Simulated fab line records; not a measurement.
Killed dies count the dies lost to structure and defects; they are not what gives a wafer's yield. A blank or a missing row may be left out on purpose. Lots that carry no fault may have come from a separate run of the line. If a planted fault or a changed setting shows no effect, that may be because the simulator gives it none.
Comparing a struck lot with a sound one / flow n5Finfet / 27 steps out of a route of 1938
Sound: the wafers L624.2, L624.3, L624.6. Wafers struck: L633.1, L633.5, L633.6. The cause is given at the end.
For every step that has rows: the tool of each side, followed by ch and its chambers, followed by its first start. Under that, the readings that differ: sound wafers / struck wafers / difference of the means / sigmas: that difference in standard deviations of wafers without a fault.
alike: words and numbers the same on both sides, and readings whose means are apart by under 2 such deviations; not compared: readings that were withheld, readings missing a value for some wafer, numbers with overlapping values and no deviation given by the record, and bounds like >300 which may hide the same value.
A row with sigmas, a row that says differs or no value, or rows on one side alone: a step with any of these is where the two part. When numbers do not overlap yet have no deviation, they are printed without sigmas and do not part them. Lack of a reading on every wafer of one side parts them only where that side has two or more wafers.

first, 4 steps without rows for these wafers: N5_BEOL_M0_WET_ETCH_106 (etches SiO2 in DHF, target depth 130 nm, rinse time 30 s); N5_BEOL_M0_ETCH_128 (etches SiCN in CF4/N2, target depth 12 nm, overetch 5.1 nm, time 21.4 s); N5_BEOL_M0_TRENCH_ETCH_107 (etches SiOC in C4F6/O2, target depth 32.8 nm, time 16.4 s); N5_BEOL_M0_STRIP_142 (strips in N2/H2, time 10 s).
N5_BEOL_M0_OCD_MEAS_108:
  sound: ocd-01 at day 6 15:54; struck: ocd-02 at day 8 20:55
  alike: trenchDepthNm
then, 2 steps without rows for these wafers: N5_BEOL_M0_HM_STRIP_129 (strips TiN in peroxide tin strip, target depth 17 nm, time 108 s); N5_BEOL_M0_SRD_130 (time 30 s).
N5_BEOL_M0_ETCH_109: etches SiCN in CH3F/O2, target depth 8 nm, overetch 2.4 nm, time 27.4 s.
  sound on rieDiel-05 ch 0,1,3, day 6 16:01; struck on rieDiel-05 ch 0,2,3, day 8 21:01
  alike: drypumpMotorCurrentA, oesProductAu, rfVppV, showerheadPlenumPTorr, throttleValvePct
  not compared: rfHoursCounterH
then, 4 steps without rows for these wafers: N5_BEOL_M0_STRIP_139 (strips in post etch residue remover, time 60 s); N5_BEOL_M0_SRD_111 (time 30 s); N5_BEOL_M0_DEGAS_112 (time 60 s); N5_BEOL_M0_PRE_CLEAN_113 (time 30 s).
N5_BEOL_M0_ALD_136: deposits TaN, pulse time 2 s, purge time 3 s, co reactant purge time 2 s.
  sound on aldMetal-02 ch 1,2, day 6 18:34; struck on aldMetal-04 ch 1,2,3, day 8 23:17
  no value came back on the struck wafers for aldCycles, chamberPressureTorr (Torr), coReactantPulseTimeS (s), heaterPowerW (W); on the sound wafers aldCycles reads 30 30 30
then, 3 steps without rows for these wafers: N5_BEOL_M0_SURFACE_TREAT_137; N5_BEOL_M0_CVD_115 (deposits Co from CCTBA/H2, time 120 s); N5_BEOL_M0_SPUTTER_116 (material Cu, target thk 4 nm, time 7.37 s).
N5_BEOL_M0_ANNEAL_117: time 60 s.
  sound: pvdSputter-02 at day 6 19:14; struck: pvdSputter-02 at day 8 23:50
  alike: heaterPowerW
then, 1 step without rows for these wafers: N5_BEOL_M0_SPUTTER_132 (material Cu, target thk 4 nm, time 7.37 s).
N5_BEOL_M0_ANNEAL_133: time 60 s.
  sound: pvdSputter-02 at day 6 19:21; struck: pvdSputter-02 at day 8 23:58
  alike: heaterPowerW
then, 2 steps without rows for these wafers: N5_BEOL_M0_SPUTTER_134 (material Cu, target thk 4 nm, time 7.37 s); N5_BEOL_M0_ANNEAL_135 (time 60 s).
N5_BEOL_M0_SPUTTER_141: material Cu, target thk 4 nm, time 7.37 s.
  sound: pvdSputter-02 at day 6 19:31; struck: pvdSputter-02 at day 9 00:07
  alike: chamberPressurePa, chuckSensorTempC, throttleValvePct
then, 1 step without rows for these wafers: N5_BEOL_M0_ECD_118 (material Cu, target thk 300 nm).
N5_BEOL_M0_ANNEAL_119: time 90 s.
  sound on rtpAnneal-02 ch 0, day 6 19:54; struck on rtpAnneal-01 ch 0, day 9 00:29
  alike: wafer_temp_C_max
N5_BEOL_M0_CMP_120: polishes, stops on SiOC, t overpolish 6.9 s.
  sound on cmp-02 ch 1,3, day 6 20:11; struck on cmp-02 ch 0,1,2, day 9 00:52
reading=barrierFieldEndpointS (s); sound=3.89 3.59 3.55; struck=1.75 1.78 1.75; difference=-1.92; sigmas=-15
  alike: motorCurrentA
N5_BEOL_M4_RC_MEAS_101:
  the record has rows for the sound wafers here (prober-01 ch 0, day 9 00:07) and none for the struck ones
-- a jump in the record: the struck wafers' starts before and after are 7 days apart (it breaks off in module BEOL_M4 and resumes in module PASSIVATION, where the first step shown is number 1936 of the route) --
N5_PASSIVATION_PROBE_49:
  only the struck wafers here have rows in the record (prober-01, day 15 22:32); the sound ones have none

WHERE THEY PART
First at N5_BEOL_M0_ALD_136; last, within this record, at N5_PASSIVATION_PROBE_49.

WHY: whatever the simulator had introduced
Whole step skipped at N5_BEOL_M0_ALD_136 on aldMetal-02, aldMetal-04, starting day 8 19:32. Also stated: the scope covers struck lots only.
